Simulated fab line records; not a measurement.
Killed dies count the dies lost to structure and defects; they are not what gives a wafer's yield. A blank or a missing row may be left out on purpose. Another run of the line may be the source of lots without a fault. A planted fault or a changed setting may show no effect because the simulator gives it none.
A sampling plan put to the test || flow nandHarc || one fab line, 47 faults that these records tell of, each judged on the records of the lots that it struck; 1 more is left out, because the records don't allow judging it
The plan consists of the line's own looks: route steps at which the wafer is read by a gauge or an inspection but not changed. A look can be judged if struck wafers have a number there and the file gives its usual mean and standard deviation on fault-free wafers. Caught: 4 or more of those standard deviations (sigma) separate the usual mean from the mean of the struck wafers at a look after the fault's first step. On the tool: the identical test, applied to the tool's own readings at the steps of the fault. A different recipe on the struck wafers counts as caught too, as does a record blank only for those wafers.

== THE FAULTS, as the simulator had put them in ==
1. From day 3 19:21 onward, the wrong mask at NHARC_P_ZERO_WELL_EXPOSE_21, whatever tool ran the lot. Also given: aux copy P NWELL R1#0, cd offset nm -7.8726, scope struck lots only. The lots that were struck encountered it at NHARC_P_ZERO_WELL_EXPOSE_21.
2. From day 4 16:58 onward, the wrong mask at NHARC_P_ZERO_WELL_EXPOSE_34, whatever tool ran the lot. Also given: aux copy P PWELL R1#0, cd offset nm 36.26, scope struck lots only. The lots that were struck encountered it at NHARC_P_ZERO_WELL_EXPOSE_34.
3. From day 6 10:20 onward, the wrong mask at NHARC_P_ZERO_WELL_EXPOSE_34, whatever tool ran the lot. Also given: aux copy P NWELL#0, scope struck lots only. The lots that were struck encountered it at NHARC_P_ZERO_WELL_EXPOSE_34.
4. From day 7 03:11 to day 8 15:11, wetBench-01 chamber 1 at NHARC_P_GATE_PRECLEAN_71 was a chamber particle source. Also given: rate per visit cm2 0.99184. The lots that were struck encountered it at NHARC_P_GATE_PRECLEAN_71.
5. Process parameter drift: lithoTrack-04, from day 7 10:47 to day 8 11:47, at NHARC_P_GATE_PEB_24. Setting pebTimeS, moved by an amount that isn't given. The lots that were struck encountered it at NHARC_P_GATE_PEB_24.
6. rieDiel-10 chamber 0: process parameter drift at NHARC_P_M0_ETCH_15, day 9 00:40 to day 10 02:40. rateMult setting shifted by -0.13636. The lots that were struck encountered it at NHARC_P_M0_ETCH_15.
7. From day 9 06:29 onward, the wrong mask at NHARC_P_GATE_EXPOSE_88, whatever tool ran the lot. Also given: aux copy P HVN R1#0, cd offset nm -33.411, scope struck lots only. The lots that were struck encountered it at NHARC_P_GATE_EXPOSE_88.
8. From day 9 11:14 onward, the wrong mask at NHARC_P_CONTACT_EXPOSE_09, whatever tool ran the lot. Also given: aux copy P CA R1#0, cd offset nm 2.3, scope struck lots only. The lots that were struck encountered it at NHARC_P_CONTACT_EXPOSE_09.
9. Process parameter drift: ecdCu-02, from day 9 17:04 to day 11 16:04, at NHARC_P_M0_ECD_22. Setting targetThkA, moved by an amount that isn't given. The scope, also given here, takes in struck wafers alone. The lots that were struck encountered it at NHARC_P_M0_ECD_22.
10. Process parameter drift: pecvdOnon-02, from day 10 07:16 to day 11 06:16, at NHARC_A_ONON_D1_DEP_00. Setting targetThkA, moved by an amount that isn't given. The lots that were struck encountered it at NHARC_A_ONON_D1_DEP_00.
11. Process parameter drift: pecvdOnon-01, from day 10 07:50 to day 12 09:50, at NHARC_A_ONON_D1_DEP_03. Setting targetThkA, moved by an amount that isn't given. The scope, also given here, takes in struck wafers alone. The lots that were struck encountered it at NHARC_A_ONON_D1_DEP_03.
12. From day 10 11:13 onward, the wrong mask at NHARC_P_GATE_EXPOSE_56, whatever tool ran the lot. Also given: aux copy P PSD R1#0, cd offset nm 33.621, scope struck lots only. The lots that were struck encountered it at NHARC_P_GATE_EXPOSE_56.
13. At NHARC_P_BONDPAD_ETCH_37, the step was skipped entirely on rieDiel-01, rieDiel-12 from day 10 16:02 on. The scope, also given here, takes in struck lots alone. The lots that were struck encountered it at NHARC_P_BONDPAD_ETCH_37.
14. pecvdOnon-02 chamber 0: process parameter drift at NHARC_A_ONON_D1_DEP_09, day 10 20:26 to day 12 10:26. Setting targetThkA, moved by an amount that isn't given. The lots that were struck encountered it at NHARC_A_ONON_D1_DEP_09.
15. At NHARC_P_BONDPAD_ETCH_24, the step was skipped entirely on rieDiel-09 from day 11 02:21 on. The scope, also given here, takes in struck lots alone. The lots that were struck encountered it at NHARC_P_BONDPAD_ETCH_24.
16. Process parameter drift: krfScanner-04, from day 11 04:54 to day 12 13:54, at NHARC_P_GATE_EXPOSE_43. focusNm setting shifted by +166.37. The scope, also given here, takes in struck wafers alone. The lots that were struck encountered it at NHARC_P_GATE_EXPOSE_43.
17. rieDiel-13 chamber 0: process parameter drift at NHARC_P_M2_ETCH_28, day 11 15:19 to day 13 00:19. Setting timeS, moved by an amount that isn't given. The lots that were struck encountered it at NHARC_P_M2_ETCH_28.
18. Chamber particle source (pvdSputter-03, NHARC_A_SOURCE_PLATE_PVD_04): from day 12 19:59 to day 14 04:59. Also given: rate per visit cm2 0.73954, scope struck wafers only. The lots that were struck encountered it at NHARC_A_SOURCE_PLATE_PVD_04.
19. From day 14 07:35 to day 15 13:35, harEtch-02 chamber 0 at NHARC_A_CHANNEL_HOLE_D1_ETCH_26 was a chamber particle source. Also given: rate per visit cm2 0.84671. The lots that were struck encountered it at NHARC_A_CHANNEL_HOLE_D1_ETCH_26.
20. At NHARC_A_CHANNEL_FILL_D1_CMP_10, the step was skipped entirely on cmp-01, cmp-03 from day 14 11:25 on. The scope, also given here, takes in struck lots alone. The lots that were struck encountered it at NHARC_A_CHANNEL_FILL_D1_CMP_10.
21. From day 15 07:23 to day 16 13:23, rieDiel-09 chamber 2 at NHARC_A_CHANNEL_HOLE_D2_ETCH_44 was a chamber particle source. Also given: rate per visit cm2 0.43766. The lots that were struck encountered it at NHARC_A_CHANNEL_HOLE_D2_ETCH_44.
22. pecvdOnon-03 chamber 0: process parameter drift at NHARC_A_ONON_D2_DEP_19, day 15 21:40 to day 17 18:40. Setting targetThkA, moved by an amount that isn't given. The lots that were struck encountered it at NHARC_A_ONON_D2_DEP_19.
23. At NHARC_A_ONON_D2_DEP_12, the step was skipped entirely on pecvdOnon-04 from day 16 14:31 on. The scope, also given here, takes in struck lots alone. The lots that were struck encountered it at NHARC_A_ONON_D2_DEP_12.
24. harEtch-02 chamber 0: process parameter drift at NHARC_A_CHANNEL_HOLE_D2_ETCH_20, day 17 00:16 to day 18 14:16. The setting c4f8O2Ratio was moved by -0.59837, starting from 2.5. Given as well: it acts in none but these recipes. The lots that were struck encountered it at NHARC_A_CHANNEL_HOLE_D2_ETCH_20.
25. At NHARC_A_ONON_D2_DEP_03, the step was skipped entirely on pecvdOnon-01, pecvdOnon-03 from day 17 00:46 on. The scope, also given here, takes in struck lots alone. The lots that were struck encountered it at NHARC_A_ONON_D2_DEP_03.
26. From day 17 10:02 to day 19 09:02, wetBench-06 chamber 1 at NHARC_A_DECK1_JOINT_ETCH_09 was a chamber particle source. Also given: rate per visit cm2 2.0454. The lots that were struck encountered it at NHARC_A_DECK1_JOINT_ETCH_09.
27. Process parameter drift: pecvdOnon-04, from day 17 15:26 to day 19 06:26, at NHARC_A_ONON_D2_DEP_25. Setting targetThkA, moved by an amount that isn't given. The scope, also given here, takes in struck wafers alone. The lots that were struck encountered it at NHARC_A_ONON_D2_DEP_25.
28. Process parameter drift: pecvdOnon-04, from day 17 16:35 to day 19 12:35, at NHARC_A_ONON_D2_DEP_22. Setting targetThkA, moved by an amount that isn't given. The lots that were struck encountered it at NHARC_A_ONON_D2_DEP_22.
29. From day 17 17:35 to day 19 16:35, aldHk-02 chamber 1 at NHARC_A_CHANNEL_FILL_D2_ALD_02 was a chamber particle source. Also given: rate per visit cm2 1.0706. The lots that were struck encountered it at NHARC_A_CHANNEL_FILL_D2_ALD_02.
30. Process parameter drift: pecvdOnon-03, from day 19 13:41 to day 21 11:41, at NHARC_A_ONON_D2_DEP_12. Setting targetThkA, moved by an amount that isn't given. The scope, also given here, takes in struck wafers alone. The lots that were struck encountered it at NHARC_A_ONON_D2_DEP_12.
31. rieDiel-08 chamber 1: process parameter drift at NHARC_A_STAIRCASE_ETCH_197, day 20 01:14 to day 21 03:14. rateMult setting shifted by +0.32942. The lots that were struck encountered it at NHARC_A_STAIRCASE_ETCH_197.
32. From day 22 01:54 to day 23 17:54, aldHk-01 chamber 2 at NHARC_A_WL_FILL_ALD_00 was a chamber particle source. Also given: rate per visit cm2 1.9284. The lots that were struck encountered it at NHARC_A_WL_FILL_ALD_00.
33. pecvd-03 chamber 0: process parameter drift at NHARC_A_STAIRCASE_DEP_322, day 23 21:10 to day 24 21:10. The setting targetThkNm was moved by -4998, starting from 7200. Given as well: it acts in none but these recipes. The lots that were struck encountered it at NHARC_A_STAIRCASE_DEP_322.
34. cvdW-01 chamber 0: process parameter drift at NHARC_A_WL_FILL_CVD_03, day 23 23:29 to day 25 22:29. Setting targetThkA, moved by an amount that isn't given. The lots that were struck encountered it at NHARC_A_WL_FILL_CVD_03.
35. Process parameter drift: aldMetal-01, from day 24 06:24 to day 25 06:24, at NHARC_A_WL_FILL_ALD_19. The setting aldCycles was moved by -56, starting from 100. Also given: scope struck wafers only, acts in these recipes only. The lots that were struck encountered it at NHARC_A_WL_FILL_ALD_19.
36. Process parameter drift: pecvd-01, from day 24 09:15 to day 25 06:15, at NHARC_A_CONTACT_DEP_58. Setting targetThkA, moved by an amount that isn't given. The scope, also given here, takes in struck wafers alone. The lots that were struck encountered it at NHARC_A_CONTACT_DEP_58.
37. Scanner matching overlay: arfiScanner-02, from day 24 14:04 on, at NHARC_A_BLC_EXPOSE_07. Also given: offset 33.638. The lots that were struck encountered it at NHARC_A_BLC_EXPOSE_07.
38. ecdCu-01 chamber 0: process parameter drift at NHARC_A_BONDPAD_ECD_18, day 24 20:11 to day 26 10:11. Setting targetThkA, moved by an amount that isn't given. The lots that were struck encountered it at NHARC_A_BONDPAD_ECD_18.
39. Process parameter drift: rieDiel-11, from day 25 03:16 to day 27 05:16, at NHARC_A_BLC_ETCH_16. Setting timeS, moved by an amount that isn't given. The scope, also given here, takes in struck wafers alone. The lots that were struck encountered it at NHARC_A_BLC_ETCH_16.
40. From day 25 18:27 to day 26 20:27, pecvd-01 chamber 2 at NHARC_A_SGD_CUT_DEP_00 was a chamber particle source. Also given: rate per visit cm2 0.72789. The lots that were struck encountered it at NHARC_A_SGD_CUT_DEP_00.
41. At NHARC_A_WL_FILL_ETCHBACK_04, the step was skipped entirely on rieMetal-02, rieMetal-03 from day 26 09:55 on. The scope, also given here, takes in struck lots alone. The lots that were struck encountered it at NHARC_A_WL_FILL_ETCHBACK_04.
42. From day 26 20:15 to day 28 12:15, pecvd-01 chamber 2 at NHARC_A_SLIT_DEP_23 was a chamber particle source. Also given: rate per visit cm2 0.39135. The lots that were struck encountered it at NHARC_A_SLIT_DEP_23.
43. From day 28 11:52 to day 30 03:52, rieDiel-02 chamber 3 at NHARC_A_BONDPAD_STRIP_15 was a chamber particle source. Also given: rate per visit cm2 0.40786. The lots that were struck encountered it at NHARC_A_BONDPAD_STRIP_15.
44. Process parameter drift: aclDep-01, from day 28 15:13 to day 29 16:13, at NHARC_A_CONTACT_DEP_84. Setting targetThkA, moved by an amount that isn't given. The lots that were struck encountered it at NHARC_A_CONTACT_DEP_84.
45. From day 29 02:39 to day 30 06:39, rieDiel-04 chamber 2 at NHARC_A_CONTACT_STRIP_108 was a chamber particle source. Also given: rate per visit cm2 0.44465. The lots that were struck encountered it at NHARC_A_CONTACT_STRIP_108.
46. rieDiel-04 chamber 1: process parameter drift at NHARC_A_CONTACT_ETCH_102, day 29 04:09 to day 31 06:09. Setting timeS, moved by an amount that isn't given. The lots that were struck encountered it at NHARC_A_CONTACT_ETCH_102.
47. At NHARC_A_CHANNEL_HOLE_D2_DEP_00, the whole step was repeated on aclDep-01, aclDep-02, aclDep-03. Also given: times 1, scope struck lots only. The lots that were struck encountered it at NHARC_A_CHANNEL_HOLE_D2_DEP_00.

== WHAT THE PLAN SAW ==
{"fault": 1, "on the tool itself": "no reading that can be judged", "first look that catches it": "none of the 3 looks that can be judged after it", "reading, sigma": "strongest: cdNm at NHARC_P_ZERO_WELL_CD_MEAS_24, -3.2", "median hours from its first step to that look": "-", "hours from the fault's start to the first struck lot there": "-", "judged looks passed uncaught": 3}
{"fault": 2, "on the tool itself": "no reading that can be judged", "first look that catches it": "NHARC_P_ZERO_WELL_CD_MEAS_37", "reading, sigma": "cdNm +14", "median hours from its first step to that look": 0.2, "hours from the fault's start to the first struck lot there": 5, "judged looks passed uncaught": 0}
{"fault": 3, "on the tool itself": "under 2 sigma", "first look that catches it": "NHARC_END_SORT_01", "reading, sigma": "killedAtPeriphery +99 or beyond", "median hours from its first step to that look": 548.1, "hours from the fault's start to the first struck lot there": 554, "judged looks passed uncaught": 0}
{"fault": 4, "on the tool itself": "no reading that can be judged", "first look that catches it": "NHARC_P_GATE_INSPECT_28", "reading, sigma": "rawDefectCount +99 or beyond", "median hours from its first step to that look": 13.7, "hours from the fault's start to the first struck lot there": 18, "judged looks passed uncaught": 2}
{"fault": 5, "on the tool itself": "under 2 sigma", "first look that catches it": "NHARC_P_GATE_CD_MEAS_26", "reading, sigma": "cdNm -15", "median hours from its first step to that look": 0.1, "hours from the fault's start to the first struck lot there": 10, "judged looks passed uncaught": 0}
{"fault": 6, "on the tool itself": "oesProductAu -4.3 sigma", "first look that catches it": "NHARC_END_SORT_01", "reading, sigma": "killedAtPeriphery +99 or beyond", "median hours from its first step to that look": 442.6, "hours from the fault's start to the first struck lot there": 462, "judged looks passed uncaught": 0}
{"fault": 7, "on the tool itself": "no reading that can be judged", "first look that catches it": "NHARC_P_GATE_CD_MEAS_91", "reading, sigma": "cdNm -15", "median hours from its first step to that look": 0.2, "hours from the fault's start to the first struck lot there": 4, "judged looks passed uncaught": 0}
{"fault": 8, "on the tool itself": "no reading that can be judged", "first look that catches it": "none of the 4 looks that can be judged after it", "reading, sigma": "strongest: cdNm at NHARC_P_CONTACT_CD_MEAS_12, +2.9", "median hours from its first step to that look": "-", "hours from the fault's start to the first struck lot there": "-", "judged looks passed uncaught": 4}
{"fault": 9, "on the tool itself": "no reading that can be judged", "first look that catches it": "none of the 2 looks that can be judged after it", "reading, sigma": "-", "median hours from its first step to that look": "-", "hours from the fault's start to the first struck lot there": "-", "judged looks passed uncaught": 2}
{"fault": 10, "on the tool itself": "under 2 sigma", "first look that catches it": "NHARC_A_ONON_D1_THK_MEAS_02", "reading, sigma": "thkNm +22", "median hours from its first step to that look": 0.5, "hours from the fault's start to the first struck lot there": 5, "judged looks passed uncaught": 0}
{"fault": 11, "on the tool itself": "under 2 sigma", "first look that catches it": "NHARC_A_ONON_D1_THK_MEAS_05", "reading, sigma": "thkNm +66", "median hours from its first step to that look": 0.3, "hours from the fault's start to the first struck lot there": 19, "judged looks passed uncaught": 0}
{"fault": 12, "on the tool itself": "no reading that can be judged", "first look that catches it": "NHARC_P_GATE_CD_MEAS_59", "reading, sigma": "cdNm +16", "median hours from its first step to that look": 0.2, "hours from the fault's start to the first struck lot there": 7, "judged looks passed uncaught": 0}
{"fault": 13, "on the tool itself": "the tool's record is blank for the struck wafers", "first look that catches it": "NHARC_END_SORT_01", "reading, sigma": "killedAtPeriphery +99 or beyond", "median hours from its first step to that look": 435.0, "hours from the fault's start to the first struck lot there": 434, "judged looks passed uncaught": 0}
{"fault": 14, "on the tool itself": "under 2 sigma", "first look that catches it": "NHARC_A_ONON_D1_THK_MEAS_11", "reading, sigma": "thkNm -41", "median hours from its first step to that look": 0.5, "hours from the fault's start to the first struck lot there": 8, "judged looks passed uncaught": 0}
{"fault": 15, "on the tool itself": "the tool's record is blank for the struck wafers", "first look that catches it": "NHARC_END_SORT_01", "reading, sigma": "killedAtPeriphery +99 or beyond", "median hours from its first step to that look": 437.7, "hours from the fault's start to the first struck lot there": 442, "judged looks passed uncaught": 0}
{"fault": 16, "on the tool itself": "under 2 sigma", "first look that catches it": "none of the 2 looks that can be judged after it", "reading, sigma": "strongest: cdNm at NHARC_P_GATE_CD_MEAS_46, +2.1", "median hours from its first step to that look": "-", "hours from the fault's start to the first struck lot there": "-", "judged looks passed uncaught": 2}
{"fault": 17, "on the tool itself": "runLengthS -48 sigma", "first look that catches it": "NHARC_END_SORT_01", "reading, sigma": "killedAtPeriphery +99 or beyond", "median hours from its first step to that look": 435.9, "hours from the fault's start to the first struck lot there": 430, "judged looks passed uncaught": 0}
{"fault": 18, "on the tool itself": "no reading that can be judged", "first look that catches it": "NHARC_A_SOURCE_PLATE_INSPECT_08", "reading, sigma": "rawDefectCount +21", "median hours from its first step to that look": 13.9, "hours from the fault's start to the first struck lot there": 40, "judged looks passed uncaught": 0}
{"fault": 19, "on the tool itself": "under 2 sigma", "first look that catches it": "NHARC_A_CHANNEL_HOLE_D1_INSPECT_40", "reading, sigma": "rawDefectCount +23", "median hours from its first step to that look": 1.9, "hours from the fault's start to the first struck lot there": 14, "judged looks passed uncaught": 1}
{"fault": 20, "on the tool itself": "the tool's record is blank for the struck wafers", "first look that catches it": "NHARC_END_SORT_01", "reading, sigma": "killedAtArray +32", "median hours from its first step to that look": 327.1, "hours from the fault's start to the first struck lot there": 331, "judged looks passed uncaught": 0}
{"fault": 21, "on the tool itself": "under 2 sigma", "first look that catches it": "NHARC_A_CHANNEL_HOLE_D2_INSPECT_40", "reading, sigma": "rawDefectCount +6.5", "median hours from its first step to that look": 1.0, "hours from the fault's start to the first struck lot there": 14, "judged looks passed uncaught": 0}
{"fault": 22, "on the tool itself": "under 2 sigma", "first look that catches it": "NHARC_A_ONON_D2_THK_MEAS_21", "reading, sigma": "thkNm +55", "median hours from its first step to that look": 0.4, "hours from the fault's start to the first struck lot there": 20, "judged looks passed uncaught": 0}
{"fault": 23, "on the tool itself": "the tool's record is blank for the struck wafers", "first look that catches it": "NHARC_END_SORT_01", "reading, sigma": "killedAtArray +32", "median hours from its first step to that look": 290.4, "hours from the fault's start to the first struck lot there": 292, "judged looks passed uncaught": 0}
{"fault": 24, "on the tool itself": "only faintly: showerheadPlenumPTorr +2.6 sigma", "first look that catches it": "no look after it can be judged", "reading, sigma": "-", "median hours from its first step to that look": "-", "hours from the fault's start to the first struck lot there": "-", "judged looks passed uncaught": 0}
{"fault": 25, "on the tool itself": "the tool's record is blank for the struck wafers", "first look that catches it": "NHARC_END_SORT_01", "reading, sigma": "killedAtArray +32", "median hours from its first step to that look": 299.1, "hours from the fault's start to the first struck lot there": 299, "judged looks passed uncaught": 0}
{"fault": 26, "on the tool itself": "no reading that can be judged", "first look that catches it": "NHARC_END_SORT_01", "reading, sigma": "killedDies +5.1", "median hours from its first step to that look": 316.9, "hours from the fault's start to the first struck lot there": 324, "judged looks passed uncaught": 1}
{"fault": 27, "on the tool itself": "no reading that can be judged", "first look that catches it": "NHARC_A_ONON_D2_THK_MEAS_27", "reading, sigma": "thkNm +31", "median hours from its first step to that look": 0.5, "hours from the fault's start to the first struck lot there": 6, "judged looks passed uncaught": 0}
{"fault": 28, "on the tool itself": "no reading that can be judged", "first look that catches it": "NHARC_A_ONON_D2_THK_MEAS_24", "reading, sigma": "thkNm -74", "median hours from its first step to that look": 0.5, "hours from the fault's start to the first struck lot there": 4, "judged looks passed uncaught": 0}
{"fault": 29, "on the tool itself": "under 2 sigma", "first look that catches it": "NHARC_END_SORT_01", "reading, sigma": "killedAtArray +5.4", "median hours from its first step to that look": 264.2, "hours from the fault's start to the first struck lot there": 282, "judged looks passed uncaught": 1}
{"fault": 30, "on the tool itself": "no reading that can be judged", "first look that catches it": "NHARC_A_ONON_D2_THK_MEAS_14", "reading, sigma": "thkNm -32", "median hours from its first step to that look": 0.3, "hours from the fault's start to the first struck lot there": 11, "judged looks passed uncaught": 0}
{"fault": 31, "on the tool itself": "oesProductAu +8.0 sigma", "first look that catches it": "NHARC_END_SORT_01", "reading, sigma": "killedAtArray +32", "median hours from its first step to that look": 212.7, "hours from the fault's start to the first struck lot there": 228, "judged looks passed uncaught": 0}
{"fault": 32, "on the tool itself": "under 2 sigma", "first look that catches it": "NHARC_END_SORT_01", "reading, sigma": "killedDies +6.4", "median hours from its first step to that look": 96.8, "hours from the fault's start to the first struck lot there": 110, "judged looks passed uncaught": 1}
{"fault": 33, "on the tool itself": "under 2 sigma", "first look that catches it": "NHARC_END_SORT_01", "reading, sigma": "killedDies +32", "median hours from its first step to that look": 159.1, "hours from the fault's start to the first struck lot there": 176, "judged looks passed uncaught": 0}
{"fault": 34, "on the tool itself": "under 2 sigma", "first look that catches it": "NHARC_END_SORT_01", "reading, sigma": "killedDies +25", "median hours from its first step to that look": 95.8, "hours from the fault's start to the first struck lot there": 132, "judged looks passed uncaught": 0}
{"fault": 35, "on the tool itself": "under 2 sigma", "first look that catches it": "NHARC_END_SORT_01", "reading, sigma": "killedAtArray +32", "median hours from its first step to that look": 80.7, "hours from the fault's start to the first struck lot there": 82, "judged looks passed uncaught": 0}
{"fault": 36, "on the tool itself": "under 2 sigma", "first look that catches it": "NHARC_END_SORT_01", "reading, sigma": "killedAtArray +6.1", "median hours from its first step to that look": 68.1, "hours from the fault's start to the first struck lot there": 78, "judged looks passed uncaught": 0}
{"fault": 37, "on the tool itself": "no reading that can be judged", "first look that catches it": "NHARC_A_BLC_OVL_MEAS_11", "reading, sigma": "overlayXNm +48", "median hours from its first step to that look": 0.2, "hours from the fault's start to the first struck lot there": 25, "judged looks passed uncaught": 1}
{"fault": 38, "on the tool itself": "no reading that can be judged", "first look that catches it": "NHARC_END_SORT_01", "reading, sigma": "killedAtArray +32", "median hours from its first step to that look": 39.0, "hours from the fault's start to the first struck lot there": 45, "judged looks passed uncaught": 0}
{"fault": 39, "on the tool itself": "runLengthS -41 sigma", "first look that catches it": "NHARC_END_SORT_01", "reading, sigma": "killedAtArray +22", "median hours from its first step to that look": 59.2, "hours from the fault's start to the first struck lot there": 67, "judged looks passed uncaught": 1}
{"fault": 40, "on the tool itself": "under 2 sigma", "first look that catches it": "NHARC_A_SGD_CUT_INSPECT_11", "reading, sigma": "rawDefectCount +14", "median hours from its first step to that look": 0.8, "hours from the fault's start to the first struck lot there": 1, "judged looks passed uncaught": 1}
{"fault": 41, "on the tool itself": "the tool's record is blank for the struck wafers", "first look that catches it": "NHARC_END_SORT_01", "reading, sigma": "killedDies +32", "median hours from its first step to that look": 96.9, "hours from the fault's start to the first struck lot there": 106, "judged looks passed uncaught": 0}
{"fault": 42, "on the tool itself": "under 2 sigma", "first look that catches it": "NHARC_A_SLIT_INSPECT_11", "reading, sigma": "rawDefectCount +8.5", "median hours from its first step to that look": 0.8, "hours from the fault's start to the first struck lot there": 11, "judged looks passed uncaught": 0}
{"fault": 43, "on the tool itself": "under 2 sigma", "first look that catches it": "none of the 2 looks that can be judged after it", "reading, sigma": "strongest: defectLimitedYield at NHARC_END_SORT_01, -3.7", "median hours from its first step to that look": "-", "hours from the fault's start to the first struck lot there": "-", "judged looks passed uncaught": 2}
{"fault": 44, "on the tool itself": "under 2 sigma", "first look that catches it": "NHARC_END_SORT_01", "reading, sigma": "killedDies +32", "median hours from its first step to that look": 55.0, "hours from the fault's start to the first struck lot there": 53, "judged looks passed uncaught": 0}
{"fault": 45, "on the tool itself": "no reading that can be judged", "first look that catches it": "none of the 2 looks that can be judged after it", "reading, sigma": "strongest: killedAtArray at NHARC_END_SORT_01, +3.2", "median hours from its first step to that look": "-", "hours from the fault's start to the first struck lot there": "-", "judged looks passed uncaught": 2}
{"fault": 46, "on the tool itself": "runLengthS -15 sigma", "first look that catches it": "NHARC_END_SORT_01", "reading, sigma": "killedDies +32", "median hours from its first step to that look": 70.4, "hours from the fault's start to the first struck lot there": 69, "judged looks passed uncaught": 0}
{"fault": 47, "on the tool itself": "under 2 sigma", "first look that catches it": "NHARC_END_SORT_01", "reading, sigma": "killedAtArray +32", "median hours from its first step to that look": 271.6, "hours from the fault's start to the first struck lot there": "-", "judged looks passed uncaught": 0}
A dash: the fault is not caught, or the number is missing from these records.

Caught at a look: 40 of 47. Caught on the tool: 11 of 47. By one or the other: 40 of 47.
Caught at a look alone: faults 2, 3, 4, 5, 7, 10, 11, 12, 14, 18, 19, 21, 22, 26, 27, 28, 29, 30, 32, 33, 34, 35, 36, 37, 38, 40, 42, 44, 47.
Caught by neither: faults 1, 8, 9, 16, 24, 43, 45.

== THINNER SAMPLING ==
If the look that catches a fault measured only every second or every third lot, by lot number, the first struck lot would be measured this late in the worst case:
{"fault": 2, "struck lots at that look, in order of time": "L964", "every lot": "5 h", "every second lot": "may miss it", "every third lot": "may miss it"}
{"fault": 3, "struck lots at that look, in order of time": "L491", "every lot": "554 h", "every second lot": "may miss it", "every third lot": "may miss it"}
{"fault": 4, "struck lots at that look, in order of time": "L825, L826", "every lot": "18 h", "every second lot": "32 h", "every third lot": "may miss all 2"}
{"fault": 5, "struck lots at that look, in order of time": "L732, L733", "every lot": "10 h", "every second lot": "24 h", "every third lot": "may miss all 2"}
{"fault": 6, "struck lots at that look, in order of time": "L541", "every lot": "462 h", "every second lot": "may miss it", "every third lot": "may miss it"}
{"fault": 7, "struck lots at that look, in order of time": "L344", "every lot": "4 h", "every second lot": "may miss it", "every third lot": "may miss it"}
{"fault": 10, "struck lots at that look, in order of time": "L222, L223", "every lot": "5 h", "every second lot": "19 h", "every third lot": "may miss all 2"}
{"fault": 11, "struck lots at that look, in order of time": "L750, L751", "every lot": "19 h", "every second lot": "31 h", "every third lot": "may miss all 2"}
{"fault": 12, "struck lots at that look, in order of time": "L896", "every lot": "7 h", "every second lot": "may miss it", "every third lot": "may miss it"}
{"fault": 13, "struck lots at that look, in order of time": "L422, L423", "every lot": "434 h", "every second lot": "452 h", "every third lot": "may miss all 2"}
{"fault": 14, "struck lots at that look, in order of time": "L889, L891", "every lot": "8 h", "every second lot": "may miss all 2", "every third lot": "may miss all 2"}
{"fault": 15, "struck lots at that look, in order of time": "L714, L715", "every lot": "442 h", "every second lot": "450 h", "every third lot": "may miss all 2"}
{"fault": 17, "struck lots at that look, in order of time": "L289, L290", "every lot": "430 h", "every second lot": "470 h", "every third lot": "may miss all 2"}
{"fault": 18, "struck lots at that look, in order of time": "L146", "every lot": "40 h", "every second lot": "may miss it", "every third lot": "may miss it"}
{"fault": 19, "struck lots at that look, in order of time": "L544, L546", "every lot": "14 h", "every second lot": "may miss all 2", "every third lot": "may miss all 2"}
{"fault": 20, "struck lots at that look, in order of time": "L745, L746, L747", "every lot": "331 h", "every second lot": "343 h", "every third lot": "361 h"}
{"fault": 21, "struck lots at that look, in order of time": "L670", "every lot": "14 h", "every second lot": "may miss it", "every third lot": "may miss it"}
{"fault": 22, "struck lots at that look, in order of time": "L222, L224", "every lot": "20 h", "every second lot": "may miss all 2", "every third lot": "may miss all 2"}
{"fault": 23, "struck lots at that look, in order of time": "L938, L939", "every lot": "292 h", "every second lot": "309 h", "every third lot": "may miss all 2"}
{"fault": 25, "struck lots at that look, in order of time": "L884, L885", "every lot": "299 h", "every second lot": "307 h", "every third lot": "may miss all 2"}
{"fault": 26, "struck lots at that look, in order of time": "L975", "every lot": "324 h", "every second lot": "may miss it", "every third lot": "may miss it"}
{"fault": 27, "struck lots at that look, in order of time": "L899, L902", "every lot": "6 h", "every second lot": "33 h", "every third lot": "may miss all 2"}
{"fault": 28, "struck lots at that look, in order of time": "L777, L778", "every lot": "4 h", "every second lot": "31 h", "every third lot": "may miss all 2"}
{"fault": 29, "struck lots at that look, in order of time": "L847", "every lot": "282 h", "every second lot": "may miss it", "every third lot": "may miss it"}
{"fault": 30, "struck lots at that look, in order of time": "L260, L264", "every lot": "11 h", "every second lot": "may miss all 2", "every third lot": "may miss all 2"}
{"fault": 31, "struck lots at that look, in order of time": "L684, L685", "every lot": "228 h", "every second lot": "235 h", "every third lot": "may miss all 2"}
{"fault": 32, "struck lots at that look, in order of time": "L842", "every lot": "110 h", "every second lot": "may miss it", "every third lot": "may miss it"}
{"fault": 33, "struck lots at that look, in order of time": "L922, L921", "every lot": "176 h", "every second lot": "179 h", "every third lot": "may miss all 2"}
{"fault": 34, "struck lots at that look, in order of time": "L996", "every lot": "132 h", "every second lot": "may miss it", "every third lot": "may miss it"}
{"fault": 35, "struck lots at that look, in order of time": "L888, L889", "every lot": "82 h", "every second lot": "97 h", "every third lot": "may miss all 2"}
{"fault": 36, "struck lots at that look, in order of time": "L189, L187", "every lot": "78 h", "every second lot": "may miss all 2", "every third lot": "may miss all 2"}
{"fault": 37, "struck lots at that look, in order of time": "L658, L659, L663", "every lot": "25 h", "every second lot": "30 h", "every third lot": "84 h"}
{"fault": 38, "struck lots at that look, in order of time": "L759, L760", "every lot": "45 h", "every second lot": "74 h", "every third lot": "may miss all 2"}
{"fault": 39, "struck lots at that look, in order of time": "L306, L309", "every lot": "67 h", "every second lot": "78 h", "every third lot": "may miss all 2"}
{"fault": 40, "struck lots at that look, in order of time": "L703, L702, L704", "every lot": "1 h", "every second lot": "1 h", "every third lot": "1 h"}
{"fault": 41, "struck lots at that look, in order of time": "L212, L213", "every lot": "106 h", "every second lot": "108 h", "every third lot": "may miss all 2"}
{"fault": 42, "struck lots at that look, in order of time": "L648, L649", "every lot": "11 h", "every second lot": "12 h", "every third lot": "may miss all 2"}
{"fault": 44, "struck lots at that look, in order of time": "L129, L130, L128", "every lot": "53 h", "every second lot": "55 h", "every third lot": "62 h"}
{"fault": 46, "struck lots at that look, in order of time": "L453, L458", "every lot": "69 h", "every second lot": "100 h", "every third lot": "may miss all 2"}
Hours are from the fault's start to the first struck lot that is measured. The test against the limit of 4 sigma pooled every struck wafer, which means one lot taken alone may stay below that limit. Other struck lots may not be in these records.

== THE LONGEST TIMED WAY FROM STEP TO LOOK ==
Fault 3: median gap of 548.1 hours between NHARC_P_ZERO_WELL_EXPOSE_34 and NHARC_END_SORT_01. No look between them can be judged.
